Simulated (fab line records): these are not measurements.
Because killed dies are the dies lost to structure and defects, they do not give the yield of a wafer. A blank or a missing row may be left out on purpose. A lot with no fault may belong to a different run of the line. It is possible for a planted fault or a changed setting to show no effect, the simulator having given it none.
8D (eight disciplines) problem report, filled in by code + flow n5Finfet + the parts of the form that need people (team, actions taken, sign-off) are left out

== 1. THE PROBLEM ==
beamEnergyKeV at N5_MOL_CONTACT_COAG_IMPLANT_129 reads a mean of 6.6539 on 6 wafers of 2 lots; wafers without a fault read 3.0002 with a standard deviation of 0.00087. So: +99 or more standard deviations from the usual mean.
Earliest sighting: wafer L779.3 on implanter-01 at day 8 10:31. The record has a number at this step for 18 wafers belonging to 6 lots. Rule for "out", or "out of limits": more than 4 standard deviations from the usual mean. The rest of the wafers with a number are treated as sound.

== 2. WHAT IT IS AND WHAT IT IS NOT ==
| question                    | is                                    | is not                                                             |
|-----------------------------|---------------------------------------|--------------------------------------------------------------------|
| which readings at this step | beamEnergyKeV, endStationPressureTorr | -                                                                  |
| which lots                  | L779, L781                            | L766, L769, L770, L780                                             |
| which wafers of those lots  | all that have a number                | -                                                                  |
| read on which tools         | implanter-01                          | implanter-02                                                       |
| when                        | from day 8 10:31                      | up to then (9 sound wafers); but 3 sound wafers of L780 came after |

== 3. WHAT RULES OUT EACH SUSPECT ==
Counting: any tool at a process step up to the reading is kept as a suspect provided that every lot that is out went through it and no sound lot did after the first of them.
- rieDiel-01 at N5_MOL_CONTACT_COAG_ETCH_59 (etches underlayer in N2/H2, target depth 13 nm, time 10.4 s): ruled out as a lasting fault. After its first lot that is out, L779 (day 8 10:04), sound lots L780 ran on it.
- rieDiel-01 at N5_MOL_CONTACT_COAG_ETCH_105 (etches SiARC in CF4, target depth 15.6 nm, time 26 s): ruled out as a lasting fault. After its first lot that is out, L779 (day 8 10:05), sound lots L780 ran on it.
- rieDiel-01 at N5_MOL_CONTACT_COAG_CONTACT_ETCH_14 (etches SiO2 in C4F6/O2, target depth 27.5 nm, overetch 8.5 nm, time 20 s): ruled out as a lasting fault. After its first lot that is out, L779 (day 8 10:13), sound lots L780 ran on it.
- rieDiel-01 at N5_MOL_CONTACT_COAG_ETCH_15 (etches SiNx in CH3F/O2, stops on Si:P, target depth 7 nm): ruled out as a lasting fault. After its first lot that is out, L779 (day 8 10:15), sound lots L780 ran on it.
- rieDiel-01 at N5_MOL_CONTACT_COAG_ETCH_110 (etches Si in CF4/O2, target depth 2.5 nm, time 8 s): ruled out as a lasting fault. After its first lot that is out, L779 (day 8 10:19), sound lots L780 ran on it.
- implanter-01 at N5_MOL_CONTACT_COAG_IMPLANT_129: kept. Every lot that is out went through it, starting with L779 (day 8 10:31), and after that it ran no sound lot; the last sound lot it ran before then is L769 (day 5 22:34). Its own readings are out on those wafers: beamEnergyKeV, endStationPressureTorr.
Remaining after the count: implanter-01 at N5_MOL_CONTACT_COAG_IMPLANT_129.

== 4. THE CAUSE (what the simulator had put in) ==
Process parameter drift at N5_MOL_CONTACT_COAG_IMPLANT_129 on implanter-01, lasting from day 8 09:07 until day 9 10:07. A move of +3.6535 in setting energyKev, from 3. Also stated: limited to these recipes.
Only this tool survived the counting.

== 5. THE CHAIN OF EFFECTS, in route order ==
One row per reading whose mean, taken over the struck wafers that have a number, lies over 3 standard deviations from the usual. Only readings whose record carries a usual standard deviation are examined. hours: median over the lots of the time between each lot's start at the first step of this table that gives one and its start at this step. sigmas: the change, counted in usual standard deviations.
| hours | step                            | reading                | usual         | on struck wafers | change    | sigmas      |
|-------|---------------------------------|------------------------|---------------|------------------|-----------|-------------|
| 0     | N5_MOL_CONTACT_COAG_IMPLANT_129 | beamEnergyKeV          | 3.0002        | 6.6539           | +3.6537   | +99 or more |
| 0     | N5_MOL_CONTACT_COAG_IMPLANT_129 | endStationPressureTorr | 5.96e-06 Torr | 1.07e-05         | +4.78e-06 | +16         |
It contains these process steps:
- N5_MOL_CONTACT_COAG_IMPLANT_129
Later steps that measure or inspect, where all struck wafers having a row at the step show a number for every such reading and not one has moved that far: N5_BEOL_M4_RC_MEAS_101.

== 6. HOW IT WOULD HAVE BEEN CAUGHT EARLIER ==
In this record the first reading out of limits was taken at day 8 10:31, 1 hour after the fault began at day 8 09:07.
